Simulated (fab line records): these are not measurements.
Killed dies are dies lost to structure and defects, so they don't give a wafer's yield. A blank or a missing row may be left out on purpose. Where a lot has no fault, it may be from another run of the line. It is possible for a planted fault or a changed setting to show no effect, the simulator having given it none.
Comparing a struck lot with a sound one -- flow n5-finfet -- 15 out of 1938 route steps
Sound: wafers L575.1, L575.4, L575.5. Wafers struck: L566.2, L566.3, L566.6. Last of all comes the cause.
Each step with rows lists, per side, the tool, then ch with its chambers, then its first start. Under that, the readings that differ: sound wafers -- struck wafers -- difference of the means -- sigmas: that difference in standard deviations of wafers without a fault.
alike: a reading whose means differ by less than 2 such deviations, as well as words and numbers matching on both sides. not compared: withheld readings; readings where some wafer has no value; bounds like >300 that might hide an equal value; numbers whose values overlap and for which the record gives no deviation.
The two part at a step that has a row with sigmas, a row that says differs or no value, or rows on one side only. Numbers that don't overlap but have no deviation are shown without sigmas and don't part them. A reading that every wafer of one side lacks parts them only if that side has two wafers or more.

first, 11 steps without rows for these wafers: N5_DUMMY_GATE_ETCH_29 (etches underlayer in N2/H2, target depth 13 nm); N5_DUMMY_GATE_ETCH_36 (etches SiARC in CF4, target depth 13 nm); N5_DUMMY_GATE_ETCH_37 (etches SOC in N2/H2, target depth 60 nm, overetch 30 nm); N5_DUMMY_GATE_STRIP_38 (strips in N2/H2); N5_DUMMY_GATE_STRIP_39 (strips in N2/H2); N5_DUMMY_GATE_TRIM_49 (chemistry O2, time 29 s, target cd 14 nm); N5_DUMMY_GATE_STRIP_40 (strips in CF4); N5_DUMMY_GATE_ETCH_31 (etches SiO2 in C4F6/O2, target depth 82.5 nm, time 27.5 s); N5_DUMMY_GATE_STRIP_41 (strips in O2); N5_DUMMY_GATE_HM_OPEN_21 (chemistry CH3F/O2, target SiNx, target depth 120 nm, time 171.4 s); N5_DUMMY_GATE_ETCH_32 (etches SiO2 in CF4, target depth 3.5 nm, time 3.9 s).
N5_DUMMY_GATE_ETCH_23: etches poly-Si in HBr/Cl2/O2, target depth 41 nm, time 22.3 s.
  sound on rie-si-04 ch 2,3, day 7 17:21; struck on rie-si-02 ch 0,1,2, day 5 13:57
  no value came back on the struck wafers for any of 5 readings (HBr_flow_sccm (sccm), O2_flow_sccm (sccm) and others); on the sound wafers HBr_flow_sccm (sccm) reads 149.6 150.6 150.2
  not compared: rf-hours-counter-h, model.SiO2_of_DUMMY_GATE_PECVD_30.thk-nm
N5_DUMMY_GATE_ETCH_44: etches poly-Si in HBr/O2, stops on SiO2, target depth 127.5 nm.
  sound on rie-si-04 ch 2,3, day 7 17:24; struck on rie-si-02 ch 0,1,2, day 5 14:01
  alike: HBr_flow_sccm, O2_flow_sccm, drypump-motor-current-A, oes-product-au, throttle-valve-pct
  not compared: rf-hours-counter-h, model.SiO2_of_DUMMY_GATE_PECVD_30.thk-nm
N5_BEOL_M4_RC_MEAS_101:
  the record has rows for the sound wafers here (prober-01 ch 0, day 17 04:20) and none for the struck ones
-- record jumps: 14 days separate the struck wafers' starts on either side; left off in module BEOL_M4, taken up again in module PASSIVATION, whose first shown step is the route's number 1936 --
N5_PASSIVATION_PROBE_49:
  rows exist in the record for the struck wafers here (prober-01, day 19 03:35), but not for the sound ones

== WHERE THEY PART ==
First at N5_DUMMY_GATE_ETCH_23; last, within this record, at N5_PASSIVATION_PROBE_49.

WHY: what had been put in by the simulator
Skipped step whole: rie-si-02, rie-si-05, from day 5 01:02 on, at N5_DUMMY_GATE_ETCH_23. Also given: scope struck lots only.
